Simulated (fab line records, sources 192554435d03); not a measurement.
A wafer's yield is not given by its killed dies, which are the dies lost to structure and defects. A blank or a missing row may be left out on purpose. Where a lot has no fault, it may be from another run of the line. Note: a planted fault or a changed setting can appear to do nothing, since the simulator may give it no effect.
fab line records	flow n5_finfet
record lots=24	wafers=72	last_day=17
route steps=1938 shown BEOL_M7@1321 BEOL_M8@1333
lots untouched by any fault: they come from a run of this same line in which no faults occurred
start_h: hours from the record's opening day to when the first of the lot's shown wafers began	wait_h: hours elapsed since this lot's preceding step	" same as the row above	L1.1+2: a row that stands for several wafers	- no value present, or no start provided	* or withheld: withheld	< > ~ a bound
route shown NAME@n: NAME is a module with steps in the file, n the number in the route of the first one	usual: average and standard deviation across the fault-free wafers	same: alike in all rows	chamber/n: place in a boat	sites: the reading at each site	_std_site: standard deviation of those values	_edge_site: the outer-site mean with the inner-site mean subtracted	radius_mm: how far each site lies from the wafer's centre	mask NAME#n: copy n	behind: the last tool/chamber to shape the wafer	hold: cause of the lot's hold/its duration in hours/its outcome	device: whichever transistor did not switch (one of n, p or np)	end of line: the route-end tests of the same wafers	a step given without rows: its recipe and nothing more	killed: not the wafer's yield, but the dies lost to structure and defects at the first sort	map: dies across one wafer; x = killed, . = not, _ = none there
set.NAME: the setting the step ran with; set.NAME@STEP: the setting that earlier step ran with	model.NAME: the simulator's own value behind a step, which no gauge read
steps of the route over a sample of lots; a table a step, a row a wafer
services: a tool's chamber out of use, with start hour (start_h, from the record's first day; less than 0 if before it), hours out, and reason
## steps
# step N5_BEOL_M7_SURFACE_TREAT_79
# recipe gas=Ar	time_s=*	ion_energy_ev=*	ion_current_ma_cm2=0.5	pressure_mtorr=*	ar_flow_sccm=30
# usual ar_flow_sccm=29.99/0.091	throttle_valve_pct=*
lot.wafer	tool	chamber	start_h	wait_h	ar_flow_sccm	throttle_valve_pct
L074.1	pvd_sputter-01	-	192.98	0.6	30.11	*
L074.2	"	-	"	"	30.31	*
L074.3	"	-	"	"	30.14	*
L075.2	pvd_sputter-01	-	199.20	0.2	29.95	*
L075.3	"	-	"	"	30.07	*
L075.6	"	-	"	"	30.10	*
L076.2	pvd_sputter-01	-	208.83	0.3	29.96	*
L076.5	"	-	"	"	30.09	*
L076.6	"	-	"	"	30.04	*
L077.1	pvd_sputter-02	-	208.87	0.3	30.14	*
L077.2	"	-	"	"	29.93	*
L077.5	"	-	"	"	29.95	*
L078.2	pvd_sputter-01	-	214.39	0.2	29.90	*
L078.4	"	-	"	"	29.97	*
L078.6	"	-	"	"	29.99	*
L079.1	pvd_sputter-03	-	222.49	1.3	30.08	*
L079.2	"	-	"	"	30.00	*
L079.4	"	-	"	"	29.95	*
L080.2	pvd_sputter-03	-	223.05	0.2	29.99	*
L080.3	"	-	"	"	29.83	*
L080.6	"	-	"	"	30.07	*
L082.2	pvd_sputter-03	-	234.07	0.2	30.09	*
L082.3	"	-	"	"	29.87	*
L082.6	"	-	"	"	29.99	*
L081.1	pvd_sputter-02	-	239.15	0.2	30.05	*
L081.3	"	-	"	"	29.91	*
L081.6	"	-	"	"	29.95	*
L083.3	pvd_sputter-02	-	242.69	0.3	29.84	*
L083.4	"	-	"	"	29.95	*
L083.5	"	-	"	"	29.95	*
L084.1	pvd_sputter-03	-	253.58	1.1	29.90	*
L084.2	"	-	"	"	30.23	*
L084.4	"	-	"	"	30.03	*
L086.2	pvd_sputter-03	-	259.54	0.6	30.08	*
L086.3	"	-	"	"	29.95	*
L086.4	"	-	"	"	30.08	*
L085.1	pvd_sputter-01	-	268.65	0.2	30.04	*
L085.4	"	-	"	"	30.10	*
L085.5	"	-	"	"	29.98	*
L087.4	pvd_sputter-01	-	268.87	0.2	29.93	*
L087.5	"	-	"	"	30.04	*
L087.6	"	-	"	"	29.85	*
L088.2	pvd_sputter-02	-	274.81	0.2	30.14	*
L088.4	"	-	"	"	29.86	*
L088.6	"	-	"	"	29.96	*
L089.2	pvd_sputter-03	-	274.88	0.2	29.92	*
L089.3	"	-	"	"	30.05	*
L089.6	"	-	"	"	29.95	*
L090.4	pvd_sputter-02	-	294.91	0.1	29.99	*
L090.5	"	-	"	"	29.85	*
L090.6	"	-	"	"	29.95	*
L091.1	pvd_sputter-01	-	299.73	0.3	30.08	*
L091.4	"	-	"	"	30.06	*
L091.5	"	-	"	"	30.17	*
L092.1	pvd_sputter-03	-	303.78	0.2	29.95	*
L092.2	"	-	"	"	29.98	*
L092.4	"	-	"	"	30.00	*
L093.1	pvd_sputter-02	-	304.14	0.2	29.90	*
L093.3	"	-	"	"	29.92	*
L093.4	"	-	"	"	29.86	*
L094.4	pvd_sputter-02	-	312.56	0.2	29.85	*
L094.5	"	-	"	"	29.96	*
L094.6	"	-	"	"	29.93	*
L095.2	pvd_sputter-01	-	319.15	0.2	29.98	*
L095.3	"	-	"	"	29.88	*
L095.5	"	-	"	"	29.94	*
L097.3	pvd_sputter-03	-	328.93	0.2	29.80	*
L097.4	"	-	"	"	30.01	*
L097.6	"	-	"	"	29.89	*
L096.1	pvd_sputter-03	-	329.41	0.5	30.07	*
L096.2	"	-	"	"	29.98	*
L096.3	"	-	"	"	29.91	*
# step N5_BEOL_M8_CURE_74
# recipe temp_c=385	time_s=240	ambient=He/Ar	material=SiCOH_lowk
# usual lamp_power_pct=52.32/0.051	wafer_temp_C_max=386.9/0.57
lot.wafer	tool	chamber	start_h	wait_h	lamp_power_pct	wafer_temp_C_max
L074.1	uv_cure-01	2	195.03	0.0	52.33	387.0
L074.2	"	2	"	"	52.35	387.3
L074.3	"	2	"	"	52.39	386.1
L075.2	uv_cure-03	2	200.64	0.1	52.37	387.0
L075.3	"	2	"	"	52.27	386.8
L075.6	"	2	"	"	52.42	386.6
L076.2	uv_cure-01	2	210.75	0.4	52.41	386.9
L076.5	"	2	"	"	52.28	386.8
L076.6	"	2	"	"	52.32	386.7
L077.1	uv_cure-03	1	210.95	0.3	52.25	386.5
L077.2	"	1	"	"	52.39	386.1
L077.5	"	1	"	"	52.24	386.0
L078.2	uv_cure-01	0	215.75	0.1	52.30	387.2
L078.4	"	0	"	"	52.37	387.3
L078.6	"	0	"	"	52.32	386.9
L079.1	uv_cure-03	2	223.76	0.0	52.34	386.7
L079.2	"	2	"	"	52.29	386.7
L079.4	"	2	"	"	52.30	386.9
L080.2	uv_cure-03	1	224.43	0.1	52.35	385.8
L080.3	"	1	"	"	52.38	386.2
L080.6	"	1	"	"	52.28	386.5
L082.2	uv_cure-03	0	236.49	0.9	52.31	386.9
L082.3	"	0	"	"	52.35	387.0
L082.6	"	0	"	"	52.40	387.3
L081.1	uv_cure-03	1	241.25	0.7	52.33	386.7
L081.3	"	1	"	"	52.26	386.4
L081.6	"	1	"	"	52.23	386.3
L083.3	uv_cure-03	2	245.49	1.2	52.35	386.7
L083.4	"	2	"	"	52.37	387.1
L083.5	"	2	"	"	52.26	387.5
L084.1	uv_cure-03	0	254.88	0.1	52.29	386.1
L084.2	"	0	"	"	52.33	386.1
L084.4	"	0	"	"	52.36	385.9
L086.2	uv_cure-03	1	261.39	0.1	52.34	386.0
L086.3	"	1	"	"	52.37	386.4
L086.4	"	1	"	"	52.34	386.0
L085.1	uv_cure-02	2	271.07	0.0	52.29	387.0
L085.4	"	2	"	"	52.30	387.5
L085.5	"	2	"	"	52.35	387.5
L087.4	uv_cure-01	0	271.42	0.3	52.23	387.0
L087.5	"	0	"	"	52.26	386.4
L087.6	"	0	"	"	52.39	387.4
L088.2	uv_cure-02	2	276.17	0.1	52.27	387.7
L088.4	"	2	"	"	52.31	386.6
L088.6	"	2	"	"	52.29	387.7
L089.2	uv_cure-01	1	276.59	0.4	52.38	388.0
L089.3	"	1	"	"	52.35	388.6
L089.6	"	1	"	"	52.40	389.1
L090.4	uv_cure-02	0	296.39	0.3	52.35	386.2
L090.5	"	0	"	"	52.29	386.8
L090.6	"	0	"	"	52.39	386.5
L091.1	uv_cure-01	2	301.30	0.3	52.25	387.7
L091.4	"	2	"	"	52.26	386.7
L091.5	"	2	"	"	52.29	386.9
L092.1	uv_cure-02	1	305.13	0.0	52.28	387.1
L092.2	"	1	"	"	52.29	387.7
L092.4	"	1	"	"	52.26	387.1
L093.1	uv_cure-01	2	305.40	0.0	52.27	386.6
L093.3	"	2	"	"	52.36	386.6
L093.4	"	2	"	"	52.35	387.1
L094.4	uv_cure-03	2	314.19	0.3	52.37	386.4
L094.5	"	2	"	"	52.32	387.0
L094.6	"	2	"	"	52.35	387.1
L095.2	uv_cure-02	0	320.65	0.2	52.26	386.7
L095.3	"	0	"	"	52.29	386.2
L095.5	"	0	"	"	52.41	387.0
L097.3	uv_cure-01	2	330.73	0.2	52.30	386.8
L097.4	"	2	"	"	52.29	387.5
L097.6	"	2	"	"	52.37	386.5
L096.1	uv_cure-01	1	331.81	0.0	52.33	387.5
L096.2	"	1	"	"	52.35	387.2
L096.3	"	1	"	"	52.29	387.5
# step N5_BEOL_M8_THK_MEAS_01
# recipe reads=SiCOH_lowk_of_BEOL_M8_ILD_DEP_00
# usual M8_ILD_THK=154.0/2.1
lot.wafer	tool	chamber	start_h	wait_h	M8_ILD_THK[nm]
L074.1	film_metro-01	-	195.54	0.4	152.6
L074.2	"	-	"	"	154.0
L074.3	"	-	"	"	154.1
L075.2	film_metro-01	-	201.07	0.4	153.3
L075.3	"	-	"	"	155.8
L075.6	"	-	"	"	156.8
L076.2	film_metro-02	-	211.18	0.4	153.2
L076.5	"	-	"	"	153.8
L076.6	"	-	"	"	154.2
L077.1	film_metro-01	-	211.47	0.4	154.8
L077.2	"	-	"	"	152.5
L077.5	"	-	"	"	154.0
L078.2	film_metro-02	-	216.18	0.4	152.2
L078.4	"	-	"	"	151.8
L078.6	"	-	"	"	151.9
L079.1	film_metro-02	-	224.27	0.4	152.7
L079.2	"	-	"	"	152.3
L079.4	"	-	"	"	153.7
L080.2	film_metro-02	-	224.87	0.4	151.2
L080.3	"	-	"	"	152.0
L080.6	"	-	"	"	153.6
L082.2	film_metro-02	-	236.92	0.4	152.5
L082.3	"	-	"	"	151.3
L082.6	"	-	"	"	155.4
L081.1	film_metro-02	-	241.77	0.4	154.5
L081.3	"	-	"	"	154.6
L081.6	"	-	"	"	157.2
L083.3	film_metro-02	-	245.84	0.3	153.2
L083.4	"	-	"	"	154.7
L083.5	"	-	"	"	154.0
L084.1	film_metro-02	-	255.39	0.4	152.2
L084.2	"	-	"	"	151.9
L084.4	"	-	"	"	155.3
L086.2	film_metro-02	-	261.82	0.4	153.8
L086.3	"	-	"	"	152.3
L086.4	"	-	"	"	155.9
L085.1	film_metro-02	-	271.59	0.4	152.8
L085.4	"	-	"	"	156.1
L085.5	"	-	"	"	154.0
L087.4	film_metro-02	-	271.69	0.2	153.8
L087.5	"	-	"	"	153.0
L087.6	"	-	"	"	155.5
L088.2	film_metro-01	-	278.26	2.0	156.1
L088.4	"	-	"	"	157.3
L088.6	"	-	"	"	158.2
L089.2	film_metro-01	-	278.29	1.6	153.7
L089.3	"	-	"	"	150.9
L089.6	"	-	"	"	154.4
L090.4	film_metro-02	-	296.67	0.2	156.4
L090.5	"	-	"	"	154.1
L090.6	"	-	"	"	157.7
L091.1	film_metro-01	-	301.81	0.4	154.0
L091.4	"	-	"	"	154.0
L091.5	"	-	"	"	155.7
L092.1	film_metro-01	-	305.64	0.4	156.1
L092.2	"	-	"	"	154.8
L092.4	"	-	"	"	156.8
L093.1	film_metro-01	-	305.91	0.4	153.5
L093.3	"	-	"	"	153.8
L093.4	"	-	"	"	157.7
L094.4	film_metro-01	-	314.46	0.2	151.8
L094.5	"	-	"	"	153.0
L094.6	"	-	"	"	153.1
L095.2	film_metro-02	-	321.48	0.7	151.6
L095.3	"	-	"	"	150.4
L095.5	"	-	"	"	154.8
L097.3	film_metro-01	-	331.09	0.3	156.0
L097.4	"	-	"	"	155.6
L097.6	"	-	"	"	155.4
L096.1	film_metro-02	-	332.32	0.4	153.2
L096.2	"	-	"	"	151.2
L096.3	"	-	"	"	150.2
# step N5_BEOL_M8_ETCH_62
# recipe chemistry=N2/H2	target=SOC	target_depth_a=1100	overetch_a=220	mask_material=SiARC	temp_c=40	time_s=165	ion_energy_ev=200	pressure_mtorr=30	source_w=840	bias_w=150	n2_flow_sccm=200	h2_flow_sccm=200
# usual drypump_motor_current_A=5.9/0.46	n2_flow_sccm=199.9/0.67	oes_product_au=0.70/0.067	rf_vpp_V=523.9/1.8	showerhead_plenum_p_Torr=2.55/0.062	temp_c=39.98/0.12	throttle_valve_pct=17.8/0.32
lot.wafer	tool	chamber	start_h	wait_h	drypump_motor_current_A	n2_flow_sccm	oes_product_au	rf_hours_counter_h	rf_vpp_V	showerhead_plenum_p_Torr	temp_c	throttle_valve_pct
L074.1	rie_diel-04	2	198.46	0.0	5.4	199.5	0.57	241	527.1	2.62	39.82	18.2
L074.2	"	3	"	"	5.2	199.5	0.59	240	522.3	2.51	40.23	18.4
L074.3	"	1	"	"	6.6	199.8	0.71	68	522.8	2.47	39.84	17.8
L075.2	rie_diel-04	2	202.55	0.0	5.4	200.5	0.57	243	524.0	2.62	40.14	18.1
L075.3	"	0	"	"	5.8	200.1	0.77	27	524.0	2.60	40.12	17.3
L075.6	"	1	"	"	6.6	199.8	0.70	-	522.5	2.47	40.01	17.8
L076.2	rie_diel-04	3	212.63	0.0	5.2	199.0	0.59	245	522.4	2.51	40.04	18.4
L076.5	"	3	"	"	5.2	199.1	0.60	-	522.5	2.51	39.91	18.4
L076.6	"	0	"	"	5.9	200.6	0.76	-	526.4	2.60	39.96	17.3
L077.1	rie_diel-04	3	212.89	0.0	5.2	199.9	0.60	245	521.9	2.51	39.92	18.4
L077.2	"	2	"	"	5.4	199.3	0.57	246	524.4	2.61	40.06	18.2
L077.5	"	0	"	"	5.9	200.8	0.75	-	525.3	2.60	39.91	17.3
L078.2	rie_diel-02	0	218.71	0.0	5.8	199.5	0.63	175	523.8	2.55	39.96	18.2
L078.4	"	1	"	"	6.3	200.4	0.71	49	525.6	2.58	40.14	17.8
L078.6	"	2	"	"	6.0	200.3	0.67	-	525.3	2.56	39.98	17.6
L079.1	rie_diel-01	1	226.58	0.0	5.8	199.5	0.78	31	525.2	2.61	39.74	17.8
L079.2	"	3	"	"	5.6	200.2	0.66	142	523.7	2.56	39.95	18.3
L079.4	"	2	"	"	6.4	199.8	0.78	20	525.3	2.59	39.87	17.4
L080.2	rie_diel-04	1	226.81	0.0	6.6	200.1	0.69	79	521.6	2.47	39.72	17.8
L080.3	"	0	"	"	5.9	200.7	0.75	36	524.1	2.59	40.04	17.3
L080.6	"	0	"	"	5.9	199.6	0.74	-	525.5	2.59	40.04	17.3
L082.2	rie_diel-04	1	239.01	0.0	6.6	200.7	0.68	85	521.6	2.46	39.98	17.8
L082.3	"	2	"	"	5.4	199.7	0.84	2	525.1	2.61	40.26	17.8
L082.6	"	1	"	"	6.5	199.8	0.69	-	521.9	2.46	40.12	17.8
L081.1	rie_diel-01	2	243.12	0.0	6.4	198.2	0.77	26	525.5	2.58	39.73	17.4
L081.3	"	1	"	"	5.8	200.0	0.75	38	524.5	2.60	39.92	17.8
L081.6	"	1	"	"	5.8	200.3	0.76	-	524.3	2.60	39.95	17.8
L083.3	rie_diel-04	0	247.77	0.0	5.9	200.7	0.74	46	525.5	2.59	40.09	17.4
L083.4	"	2	"	"	5.4	200.1	0.82	-	524.4	2.61	39.90	17.8
L083.5	"	0	"	"	5.9	200.1	0.73	-	524.3	2.59	39.85	17.4
L084.1	rie_diel-04	3	258.33	0.0	5.2	199.6	0.82	3	522.8	2.51	39.95	18.0
L084.2	"	0	"	"	5.9	200.1	0.73	50	525.7	2.59	39.94	17.4
L084.4	"	1	"	"	6.6	199.7	0.68	92	523.1	2.46	40.09	17.8
L086.2	rie_diel-01	1	263.03	0.0	5.8	200.4	0.74	45	526.9	2.60	40.11	17.8
L086.3	"	0	"	"	6.0	200.6	0.60	244	520.0	2.39	39.91	18.2
L086.4	"	2	"	"	6.4	199.7	0.76	33	525.1	2.58	40.00	17.4
L085.1	rie_diel-04	1	272.36	0.0	6.6	200.0	0.68	98	521.6	2.46	40.18	17.8
L085.4	"	0	"	"	5.9	199.5	0.72	-	525.8	2.59	40.18	17.4
L085.5	"	3	"	"	5.2	199.7	0.79	-	522.3	2.50	39.84	18.1
L087.4	rie_diel-04	0	273.13	0.1	5.9	199.8	0.72	-	525.3	2.59	39.88	17.4
L087.5	"	3	"	"	5.2	200.2	0.78	-	521.2	2.50	40.07	18.1
L087.6	"	1	"	"	6.6	200.3	0.67	-	521.0	2.46	40.23	17.8
L088.2	rie_diel-02	2	281.03	0.0	6.0	199.0	0.65	127	524.7	2.55	39.91	17.6
L088.4	"	0	"	"	5.9	199.4	0.61	-	524.5	2.54	39.93	18.2
L088.6	"	2	"	"	6.0	198.8	0.65	-	523.6	2.55	39.76	17.6
L089.2	rie_diel-01	2	281.24	0.0	6.5	199.0	0.75	39	525.3	2.58	40.05	17.4
L089.3	"	0	"	"	5.9	200.1	0.58	250	520.5	2.39	40.08	18.2
L089.6	"	2	"	"	6.4	200.5	0.75	-	525.1	2.58	39.95	17.4
L090.4	rie_diel-01	2	298.06	0.1	6.5	200.4	0.74	-	524.8	2.57	39.86	17.4
L090.5	"	1	"	"	5.8	199.9	0.73	-	525.8	2.59	39.90	17.8
L090.6	"	3	"	"	5.6	199.3	0.64	-	523.0	2.55	39.80	18.3
L091.1	rie_diel-04	1	304.01	0.0	6.6	199.5	0.66	111	520.8	2.45	40.06	17.8
L091.4	"	0	"	"	5.9	198.7	0.71	69	525.2	2.58	40.03	17.4
L091.5	"	2	"	"	5.4	200.8	0.78	-	524.3	2.60	40.12	17.8
L092.1	rie_diel-01	1	306.48	0.0	5.8	201.0	0.73	64	525.7	2.59	40.09	17.8
L092.2	"	2	"	"	6.5	199.5	0.73	52	524.4	2.57	40.14	17.4
L092.4	"	2	"	"	6.5	200.4	0.73	-	525.3	2.57	39.71	17.5
L093.1	rie_diel-04	1	308.61	0.0	6.6	199.8	0.67	113	520.5	2.45	40.11	17.8
L093.3	"	0	"	"	5.9	198.9	0.70	71	525.8	2.58	39.97	17.4
L093.4	"	2	"	"	5.4	200.2	0.78	24	526.6	2.60	40.07	17.8
L094.4	rie_diel-04	2	316.90	0.0	5.4	200.1	0.76	26	524.2	2.60	40.09	17.8
L094.5	"	2	"	"	5.4	200.0	0.77	-	525.0	2.60	40.02	17.8
L094.6	"	3	"	"	5.2	200.3	0.76	-	523.5	2.50	39.85	18.1
L095.2	rie_diel-04	3	322.79	0.0	5.2	201.5	0.75	27	522.6	2.50	40.04	18.1
L095.3	"	1	"	"	6.6	200.9	0.65	117	521.1	2.45	39.97	17.9
L095.5	"	1	"	"	6.6	201.1	0.66	-	521.5	2.45	39.94	17.8
L097.3	rie_diel-02	1	332.61	0.0	6.3	199.9	0.66	94	525.1	2.56	40.08	17.9
L097.4	"	3	"	"	5.6	198.4	0.78	16	524.8	2.58	39.72	17.4
L097.6	"	2	"	"	6.0	200.4	0.64	-	523.1	2.54	39.91	17.6
L096.1	rie_diel-01	1	334.75	0.0	5.8	199.3	0.71	75	525.6	2.59	39.88	17.9
L096.2	"	2	"	"	6.4	199.3	0.72	62	523.7	2.57	40.07	17.5
L096.3	"	3	"	"	5.6	198.8	0.63	181	522.5	2.54	39.91	18.4
# step N5_BEOL_M8_CURE_75
# recipe temp_c=370	time_s=120	ambient=DMADMS/He	material=SiCOH_lowk
# usual lamp_power_pct=52.31/0.053	wafer_temp_C_max=372.0/0.72
lot.wafer	tool	chamber	start_h	wait_h	lamp_power_pct	wafer_temp_C_max
L074.1	uv_cure-01	1	200.08	0.0	52.29	372.7
L074.2	"	1	"	"	52.29	373.1
L074.3	"	1	"	"	52.27	373.8
L075.2	uv_cure-03	0	204.66	0.1	52.36	371.7
L075.3	"	0	"	"	52.31	372.3
L075.6	"	0	"	"	52.35	371.8
L076.2	uv_cure-01	2	214.34	0.2	52.34	371.9
L076.5	"	2	"	"	52.32	371.6
L076.6	"	2	"	"	52.27	372.1
L077.1	uv_cure-01	0	214.59	0.3	52.30	371.7
L077.2	"	0	"	"	52.28	372.9
L077.5	"	0	"	"	52.33	373.3
L078.2	uv_cure-03	1	220.39	0.1	52.21	371.4
L078.4	"	1	"	"	52.31	371.0
L078.6	"	1	"	"	52.35	371.0
L079.1	uv_cure-03	1	228.54	0.4	52.32	370.6
L079.2	"	1	"	"	52.23	371.4
L079.4	"	1	"	"	52.23	371.2
L080.2	uv_cure-03	1	230.27	0.9	52.29	370.8
L080.3	"	1	"	"	52.33	371.0
L080.6	"	1	"	"	52.35	371.0
L082.2	uv_cure-03	2	242.38	0.5	52.30	372.2
L082.3	"	2	"	"	52.33	372.4
L082.6	"	2	"	"	52.35	372.1
L081.1	uv_cure-03	1	246.41	1.3	52.40	371.2
L081.3	"	1	"	"	52.30	371.0
L081.6	"	1	"	"	52.27	371.2
L083.3	uv_cure-03	1	251.62	0.1	52.31	371.1
L083.4	"	1	"	"	52.29	371.0
L083.5	"	1	"	"	52.23	371.0
L084.1	uv_cure-02	0	259.92	0.0	52.23	371.8
L084.2	"	0	"	"	52.27	371.9
L084.4	"	0	"	"	52.31	371.7
L086.2	uv_cure-02	2	265.27	0.1	52.45	372.0
L086.3	"	2	"	"	52.25	372.3
L086.4	"	2	"	"	52.32	371.8
L085.1	uv_cure-01	0	274.54	0.0	52.32	372.7
L085.4	"	0	"	"	52.29	372.6
L085.5	"	0	"	"	52.34	372.8
L087.4	uv_cure-02	0	274.98	0.2	52.27	372.0
L087.5	"	0	"	"	52.27	371.7
L087.6	"	0	"	"	52.16	372.6
L088.2	uv_cure-02	2	282.64	0.1	52.38	372.7
L088.4	"	2	"	"	52.33	372.2
L088.6	"	2	"	"	52.33	371.9
L089.2	uv_cure-01	0	282.72	0.1	52.28	371.5
L089.3	"	0	"	"	52.32	372.1
L089.6	"	0	"	"	52.39	371.7
L090.4	uv_cure-01	2	299.58	0.2	52.39	371.9
L090.5	"	2	"	"	52.33	371.7
L090.6	"	2	"	"	52.27	372.3
L091.1	uv_cure-02	0	305.99	0.0	52.38	371.8
L091.4	"	0	"	"	52.33	372.0
L091.5	"	0	"	"	52.40	372.1
L092.1	uv_cure-01	1	308.47	0.0	52.36	373.3
L092.2	"	1	"	"	52.28	374.4
L092.4	"	1	"	"	52.27	371.7
L093.1	uv_cure-02	1	311.65	0.0	52.29	372.4
L093.3	"	1	"	"	52.31	372.1
L093.4	"	1	"	"	52.35	372.4
L094.4	uv_cure-02	2	319.91	0.3	52.32	371.7
L094.5	"	2	"	"	52.31	371.6
L094.6	"	2	"	"	52.31	371.9
L095.2	uv_cure-01	0	327.71	0.1	52.29	372.6
L095.3	"	0	"	"	52.25	372.0
L095.5	"	0	"	"	52.32	372.8
L097.3	uv_cure-02	1	334.71	0.1	52.34	371.7
L097.4	"	1	"	"	52.28	371.9
L097.6	"	1	"	"	52.32	373.8
L096.1	uv_cure-02	0	338.90	0.4	52.37	370.9
L096.2	"	0	"	"	52.32	371.0
L096.3	"	0	"	"	52.26	372.7
# step N5_BEOL_M8_SURFACE_TREAT_79
# recipe gas=Ar	time_s=*	ion_energy_ev=*	ion_current_ma_cm2=0.5	pressure_mtorr=*	ar_flow_sccm=30
# usual ar_flow_sccm=30.01/0.096	throttle_valve_pct=*
lot.wafer	tool	chamber	start_h	wait_h	ar_flow_sccm	throttle_valve_pct
L074.1	pvd_sputter-02	-	200.79	0.2	29.91	*
L074.2	"	-	"	"	30.07	*
L074.3	"	-	"	"	29.99	*
L075.2	pvd_sputter-03	-	205.69	0.3	30.06	*
L075.3	"	-	"	"	29.92	*
L075.6	"	-	"	"	29.95	*
L076.2	pvd_sputter-01	-	215.09	0.2	30.04	*
L076.5	"	-	"	"	30.11	*
L076.6	"	-	"	"	30.12	*
L077.1	pvd_sputter-02	-	215.32	0.2	29.99	*
L077.2	"	-	"	"	30.07	*
L077.5	"	-	"	"	29.96	*
L078.2	pvd_sputter-02	-	222.93	0.2	29.88	*
L078.4	"	-	"	"	29.95	*
L078.6	"	-	"	"	30.05	*
L079.1	pvd_sputter-01	-	229.86	0.2	30.03	*
L079.2	"	-	"	"	29.98	*
L079.4	"	-	"	"	30.04	*
L080.2	pvd_sputter-03	-	232.41	1.6	29.93	*
L080.3	"	-	"	"	30.04	*
L080.6	"	-	"	"	30.09	*
L082.2	pvd_sputter-02	-	243.45	0.4	29.95	*
L082.3	"	-	"	"	29.98	*
L082.6	"	-	"	"	30.08	*
L081.1	pvd_sputter-03	-	247.23	0.2	29.96	*
L081.3	"	-	"	"	29.97	*
L081.6	"	-	"	"	30.04	*
L083.3	pvd_sputter-03	-	253.54	1.2	29.91	*
L083.4	"	-	"	"	29.96	*
L083.5	"	-	"	"	30.07	*
L084.1	pvd_sputter-02	-	260.95	0.2	30.09	*
L084.2	"	-	"	"	29.80	*
L084.4	"	-	"	"	30.01	*
L086.2	pvd_sputter-03	-	266.05	0.2	30.04	*
L086.3	"	-	"	"	30.02	*
L086.4	"	-	"	"	30.07	*
L085.1	pvd_sputter-02	-	275.43	0.3	30.11	*
L085.4	"	-	"	"	30.02	*
L085.5	"	-	"	"	30.16	*
L087.4	pvd_sputter-03	-	275.68	0.2	30.14	*
L087.5	"	-	"	"	30.10	*
L087.6	"	-	"	"	29.91	*
L088.2	pvd_sputter-03	-	283.34	0.2	30.23	*
L088.4	"	-	"	"	30.03	*
L088.6	"	-	"	"	29.97	*
L089.2	pvd_sputter-01	-	283.99	0.4	30.08	*
L089.3	"	-	"	"	30.02	*
L089.6	"	-	"	"	29.93	*
L090.4	pvd_sputter-02	-	300.31	0.2	29.96	*
L090.5	"	-	"	"	29.95	*
L090.6	"	-	"	"	30.03	*
L091.1	pvd_sputter-02	-	307.90	0.3	29.85	*
L091.4	"	-	"	"	30.20	*
L091.5	"	-	"	"	30.10	*
L092.1	pvd_sputter-01	-	309.95	0.4	30.00	*
L092.2	"	-	"	"	29.92	*
L092.4	"	-	"	"	29.98	*
L093.1	pvd_sputter-01	-	312.77	0.2	29.87	*
L093.3	"	-	"	"	29.99	*
L093.4	"	-	"	"	30.08	*
L094.4	pvd_sputter-03	-	320.62	0.2	29.79	*
L094.5	"	-	"	"	29.86	*
L094.6	"	-	"	"	30.15	*
L095.2	pvd_sputter-01	-	328.57	0.2	30.05	*
L095.3	"	-	"	"	30.08	*
L095.5	"	-	"	"	30.04	*
L097.3	pvd_sputter-03	-	335.72	0.4	29.99	*
L097.4	"	-	"	"	29.86	*
L097.6	"	-	"	"	29.92	*
L096.1	pvd_sputter-03	-	339.92	0.4	30.02	*
L096.2	"	-	"	"	29.95	*
L096.3	"	-	"	"	30.05	*
## services
tool	chamber	start_h	hours	kind
rie_diel-04	2	220.67	-	clean
rie_diel-04	2	220.67	-	consumable_replace:focus_ring
rie_diel-04	2	220.67	14.0	scheduled_down
rie_diel-04	2	220.67	14.0	vent_cycle
uv_cure-01	-	226.58	28.1	pm
rie_diel-02	2	231.84	21.6	repair
rie_diel-04	3	234.81	-	clean
rie_diel-04	3	234.81	-	consumable_replace:focus_ring
rie_diel-04	3	234.81	14.7	scheduled_down
rie_diel-04	3	234.81	14.7	vent_cycle
uv_cure-01	-	254.68	1.0	pm
rie_diel-02	3	264.19	-	clean
rie_diel-02	3	264.19	-	consumable_replace:focus_ring
rie_diel-02	3	264.19	19.1	scheduled_down
rie_diel-02	3	264.19	19.1	vent_cycle
rie_diel-04	2	265.77	9.3	repair
uv_cure-03	-	269.52	7.5	pm
uv_cure-01	-	284.06	7.5	pm
rie_diel-01	0	286.63	-	clean
rie_diel-01	0	286.63	-	consumable_replace:focus_ring
rie_diel-01	0	286.63	-	consumable_replace:showerhead
rie_diel-01	0	286.63	28.2	scheduled_down
rie_diel-01	0	286.63	28.2	vent_cycle
uv_cure-02	-	296.95	4.5	pm
## key
fault none
